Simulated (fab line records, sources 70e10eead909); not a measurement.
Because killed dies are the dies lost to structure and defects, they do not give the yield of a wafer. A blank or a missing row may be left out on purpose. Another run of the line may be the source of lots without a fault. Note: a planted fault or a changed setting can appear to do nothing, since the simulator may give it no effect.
Which tool was responsible? / flow nandHarc / route of 1159 steps, sampled at 1 step: 12 lots, 36 wafers

WHAT THE GAUGES READ, wafer by wafer
NHARC_P_START_INSPECT_01.
lot=L075; measured=day 1 18:02; on=defectInspect-01; rawDefectCount=2 5 7
lot=L077; measured=day 2 06:02; on=defectInspect-01; rawDefectCount=3 5 8
lot=L079; measured=day 2 18:02; on=defectInspect-02; rawDefectCount=3 0 6
lot=L081; measured=day 3 06:02; on=defectInspect-02; rawDefectCount=5 6 5
lot=L083; measured=day 3 18:03; on=defectInspect-01; rawDefectCount=5 5 3
lot=L085; measured=day 4 06:02; on=defectInspect-02; rawDefectCount=3 4 3
lot=L087; measured=day 4 18:02; on=defectInspect-02; rawDefectCount=5 4 2
lot=L089; measured=day 5 06:02; on=defectInspect-02; rawDefectCount=0 2 1
lot=L091; measured=day 5 18:02; on=defectInspect-02; rawDefectCount=3 0 4
lot=L093; measured=day 6 06:02; on=defectInspect-02; rawDefectCount=2 9 1
lot=L095; measured=day 6 18:02; on=defectInspect-01; rawDefectCount=3 4 4
lot=L097; measured=day 7 06:02; on=defectInspect-02; rawDefectCount=5 1 2

EACH LOT AND THE TOOL THAT RAN IT (in order: tool; ch and the chambers of the sampled wafers; start)
The record holds no process step before these readings.

THE ANSWER, worked out from the rows above alone
Rule: the usual values come from the lots themselves. The widest of any qualifying gaps counts: lots, ordered by their means at a reading, are off when they make up no more than a third of the lots, leave a main group of 4 or more, and stand apart from it by 3 or more times the standard deviation of that group's means. The tables above print the reading to a certain number of digits; a main group whose means all agree to those digits is not used. A lot without any number at a reading at which 4 lots or more have one is off too. All remaining lots with rows at the step are treated as sound.
No lot is off at any reading shown: from this, nothing can be told.

WHAT THE SIMULATOR PUT IN
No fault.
